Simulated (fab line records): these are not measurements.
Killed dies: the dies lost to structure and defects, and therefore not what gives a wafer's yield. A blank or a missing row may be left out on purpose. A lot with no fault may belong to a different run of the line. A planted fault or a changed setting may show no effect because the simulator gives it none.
A lot that was struck, set against a sound lot + flow n5Finfet + 40 steps out of a route of 1938
Sound: these wafers, L854.1, L854.4, L854.6. Struck: wafer L870.5. (L870.3, L870.6 of the same lot were not struck and are left out.) The cause comes at the end.
Per side, at each step with rows, come the tool, then ch with its chambers, and then its first start. Under that, the readings that differ: sound wafers + struck wafers + difference of the means + sigmas: that difference in standard deviations of wafers without a fault.
alike: a reading whose means differ by less than 2 such deviations, as well as words and numbers matching on both sides. not compared: withheld readings; readings where some wafer has no value; bounds like >300 that might hide an equal value; numbers whose values overlap and for which the record gives no deviation.
The two part at a step that has a row with sigmas, a row that says differs or no value, or rows on one side only. Non-overlapping numbers with no deviation appear without sigmas and do not part them. A reading that every wafer of one side lacks parts them only if that side has two wafers or more.

N5_BEOL_M5_CD_MEAS_28: target cd 30.6 nm, target cd y 20 nm.
  sound on cdSem-02 ch 0, day 7 23:37; struck on cdSem-03 ch 0, day 12 08:43
  alike: cdNm
N5_BEOL_M5_OVL_MEAS_29:
  sound on overlay-01 ch 0, day 7 23:39; struck on overlay-01 ch 0, day 12 08:46
  alike: V4_OVL
N5_BEOL_M5_INSPECT_30: inspects for defects (brightfield).
  sound: defectInspect-02 at day 7 23:43; struck: defectInspect-02 at day 12 08:49
  alike: rawDefectCount
then, 1 step without rows for these wafers: N5_BEOL_M5_DESCUM_33 (chemistry O2, time 7 s).
N5_BEOL_M5_ETCH_75: etches underlayer in N2/H2, target depth 6.5 nm, time 5.2 s.
  sound on rieDiel-03 ch 2,3, day 8 00:12; struck on rieDiel-04 ch 0, day 12 08:52
| reading                      | sound          | struck | difference | sigmas |
|------------------------------|----------------|--------|------------|--------|
| showerheadPlenumPTorr (Torr) | 2.53 2.52 2.53 | 2.68   | +0.15      | +2     |
  alike: drypumpMotorCurrentA, etchRfOnTimeS, n2FlowSccm, oesProductAu, rfVppV, throttleValvePct
  not compared: rfHoursCounterH
then, 6 steps without rows for these wafers: N5_BEOL_M5_ETCH_67 (etches SiARC in CF4, target depth 15.6 nm, time 26 s); N5_BEOL_M5_ETCH_68 (etches SOC in N2/H2, target depth 80 nm, overetch 16 nm, time 120 s); N5_BEOL_M5_STRIP_69 (strips in N2/H2); N5_BEOL_M5_STRIP_76 (strips in N2/H2); N5_BEOL_M5_VIA_ETCH_34 (etches SiCOH lowk in C4F6/O2, target depth 88.3 nm, time 39.2 s); N5_BEOL_M5_STRIP_85 (strips in C4F6/O2).
N5_BEOL_M5_STRIP_36: strips in N2/H2.
  sound on rieDiel-03 ch 2,3, day 8 00:23; struck on rieDiel-04 ch 0, day 12 09:04
| reading                      | sound          | struck | difference | sigmas |
|------------------------------|----------------|--------|------------|--------|
| showerheadPlenumPTorr (Torr) | 2.52 2.52 2.52 | 2.68   | +0.16      | +2     |
  alike: drypumpMotorCurrentA, n2FlowSccm, oesProductAu, rfVppV, throttleValvePct
  not compared: rfHoursCounterH
N5_BEOL_M5_TRENCH_ETCH_37: etches SiCOH lowk in C4F6/O2, target depth 71.652 nm, time 24.7 s.
  sound on rieDiel-03 ch 2,3, day 8 00:26; struck on rieDiel-04 ch 0, day 12 09:07
| reading                           | sound            | struck | difference | sigmas |
|-----------------------------------|------------------|--------|------------|--------|
| showerheadPlenumPTorr (Torr)      | 2.83 2.82 2.83   | 2.98   | +0.15      | +2     |
| model.etch.depthNm (nm)           | 71.86 71.7 72.02 | 74.67  | +2.81      |        |
| model.BEOL_M5.featureDepthNm (nm) | 71.8 71.6 72     | 74.6   | +2.8       |        |
  alike: drypumpMotorCurrentA, mfcArSccm, oesProductAu, rfVppV, throttleValvePct
  not compared: rfHoursCounterH
N5_BEOL_M5_ETCH_41: etches SiCN in CH3F/O2, target depth 31.5 nm, time 56.7 s.
  sound: rieDiel-03 ch 2,3; struck: rieDiel-04 ch 0
| reading                      | sound             | struck | difference | sigmas |
|------------------------------|-------------------|--------|------------|--------|
| CH3F_flow_sccm (sccm)        | 30.14 30.08 30.10 | 29.92  | -0.19      | -2     |
| showerheadPlenumPTorr (Torr) | 1.99 1.98 1.99    | 2.10   | +0.11      | +2     |
  alike: drypumpMotorCurrentA, mfcArSccm, oesProductAu, rfVppV, throttleValvePct
  not compared: rfHoursCounterH
then, 1 step without rows for these wafers: N5_BEOL_M5_STRIP_91 (strips in N2/H2, time 10 s).
N5_BEOL_M5_OCD_MEAS_38:
  sound: ocd-02 at day 8 00:35; struck: ocd-02 at day 12 09:16
| reading            | sound          | struck | difference | sigmas |
|--------------------|----------------|--------|------------|--------|
| trenchDepthNm (nm) | 72.2 71.8 71.8 | 74.8   | +2.9       | +3     |
then, 4 steps without rows for these wafers: N5_BEOL_M5_HM_STRIP_39 (strips TiN in peroxide tin strip, target depth 25 nm, time 158 s); N5_BEOL_M5_SRD_40 (time 30 s); N5_BEOL_M5_PRECLEAN_42 (cleans in residue remover, time 60 s); N5_BEOL_M5_SRD_43 (time 30 s).
N5_BEOL_M5_CD_MEAS_35: target cd 28 nm, target cd y 24 nm.
  sound: cdSem-02 at day 8 00:44; struck: cdSem-01 at day 12 09:25
  alike: cdNm
then, 10 steps without rows for these wafers: N5_BEOL_M5_CURE_80 (cures SiCOH lowk, time 120 s); N5_BEOL_M5_DEGAS_44 (time 60 s); N5_BEOL_M5_PRE_CLEAN_45 (time 30 s); N5_BEOL_M5_ALD_86 (deposits TaN, pulse time 2 s, purge time 3 s, co reactant purge time 2 s); N5_BEOL_M5_SURFACE_TREAT_87; N5_BEOL_M5_CVD_47 (deposits Co from CCTBA/H2, target thk 3 nm, time 216 s); N5_BEOL_M5_SPUTTER_48 (material Cu, target thk 15 nm, time 27.62 s); N5_BEOL_M5_ANNEAL_49 (time 1800 s); N5_BEOL_M5_SPUTTER_81 (material Cu, target thk 15 nm, time 27.62 s); N5_BEOL_M5_ANNEAL_82 (time 1800 s).
N5_BEOL_M5_SPUTTER_83: material Cu, target thk 15 nm, time 27.62 s.
  sound: pvdSputter-01 at day 8 04:36; struck: pvdSputter-01 at day 12 14:34
  alike: throttleValvePct
then, 1 step without rows for these wafers: N5_BEOL_M5_ANNEAL_84 (time 1800 s).
N5_BEOL_M5_SPUTTER_88: material Cu, target thk 15 nm, time 27.62 s.
  sound: pvdSputter-01 at day 8 05:41; struck: pvdSputter-01 at day 12 15:39
  alike: throttleValvePct
then, 4 steps without rows for these wafers: N5_BEOL_M5_ANNEAL_89 (time 1800 s); N5_BEOL_M5_SPUTTER_90 (material Cu, target thk 4.5 nm, time 8.29 s); N5_BEOL_M5_ECD_50 (material Cu, target thk 300 nm); N5_BEOL_M5_ANNEAL_51 (time 90 s).
N5_BEOL_M5_CMP_52: polishes, stops on SiCOH lowk, t overpolish 6.9 s, target thk 62 nm.
  sound on cmp-04 ch 0,3, day 8 07:17; struck on cmp-01 ch 2, day 12 17:47
| reading                               | sound      | struck | difference | sigmas |
|---------------------------------------|------------|--------|------------|--------|
| model.Cu_of_BEOL_M5_ECD_50.thkNm (nm) | 62 61.8 63 | 65.4   | +3.1       |        |
  alike: barrierFieldEndpointS, motorCurrentA, overpolishRunS, platenRpm, timeToEndpointS
N5_BEOL_M5_THK_MEAS_53: measures by xrf.
  sound: filmMetro-01 at day 8 07:34; struck: filmMetro-02 at day 12 18:02
| reading     | sound          | struck | difference | sigmas |
|-------------|----------------|--------|------------|--------|
| M5_THK (nm) | 62.3 61.7 63.0 | 65.9   | +3.6       | +2     |

## WHERE THEY PART
Last at N5_BEOL_M5_THK_MEAS_53 as far as this record goes, first at N5_BEOL_M5_ETCH_75.

WHY: whatever the simulator had introduced
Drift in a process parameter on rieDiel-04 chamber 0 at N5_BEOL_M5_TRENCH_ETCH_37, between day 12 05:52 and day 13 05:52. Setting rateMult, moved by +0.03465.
